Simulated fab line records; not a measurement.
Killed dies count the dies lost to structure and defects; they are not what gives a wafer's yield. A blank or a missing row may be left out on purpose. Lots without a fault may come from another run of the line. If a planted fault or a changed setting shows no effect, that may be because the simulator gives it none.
One fault through the eyes of 2 desks | flow nand_harc | every desk sees just its own numbers, and what lay behind them comes last

## THE METROLOGY DESK
What the gauges read for every lot (on any tool): the sampled wafers with a number, averaged. A lot is out of limits, marked OUT, if its mean lies more than 4 standard deviations from the usual mean; the brackets give that distance.
Columns: A = cd_nm at NHARC_P_BONDPAD_CD_MEAS_09, usual 499.7 nm; B = overlay_x_nm at NHARC_P_BONDPAD_OVL_MEAS_38, usual 0 nm; C = overlay_y_nm at NHARC_P_BONDPAD_OVL_MEAS_38, usual -1 nm; D = cd_nm at NHARC_P_BONDPAD_CD_MEAS_13, usual 499.2 nm; E = thk_nm at NHARC_P_BONDPAD_THK_MEAS_20, usual 160.7 nm
lot  | first seen here | A     | B  | C   | D     | E
L925 | day 8 18:22     | 501.2 | 17 | -2  | 501.1 | 160.1
L930 | day 10 04:46    | 499.6 | 1  | -10 | 499.7 | 161.7
L934 | day 12 23:49    | 501.0 | -2 | 2   | 500.5 | 160.7
L937 | day 13 16:52    | 498.6 | -2 | -6  | 498.6 | 159.9
L943 | day 15 15:04    | 500.6 | -2 | 7   | 500.4 | 162.1
L944 | day 16 02:35    | 502.1 | 1  | -2  | 502.1 | 161.5
This desk's finding: nothing out of limits on any of the 6 lots.

## DESK OF THE TOOL OWNER: pvd_sputter-03
Per lot that ran on this tool, the mean of the sampled wafers carrying a number, from the tool's own readings at NHARC_P_BONDPAD_PRE_CLEAN_26 (time 30 s). A lot is out of limits, marked OUT, if its mean lies more than 4 standard deviations from the usual mean; the brackets give that distance.
Columns: A = heater_power_w at NHARC_P_BONDPAD_PRE_CLEAN_26, usual 418 W
lot  | first seen here | A
L930 | day 10 06:28    | 376
L934 | day 13 01:13    | 369
L937 | day 13 18:05    | 385
This desk's finding: nothing out of limits on any of the 3 lots.

## ALL TOGETHER
Metrology desk: nothing out of limits seen.
The desk of the tool owner found nothing out of limits.

## WHAT THE SIMULATOR HAD INSERTED
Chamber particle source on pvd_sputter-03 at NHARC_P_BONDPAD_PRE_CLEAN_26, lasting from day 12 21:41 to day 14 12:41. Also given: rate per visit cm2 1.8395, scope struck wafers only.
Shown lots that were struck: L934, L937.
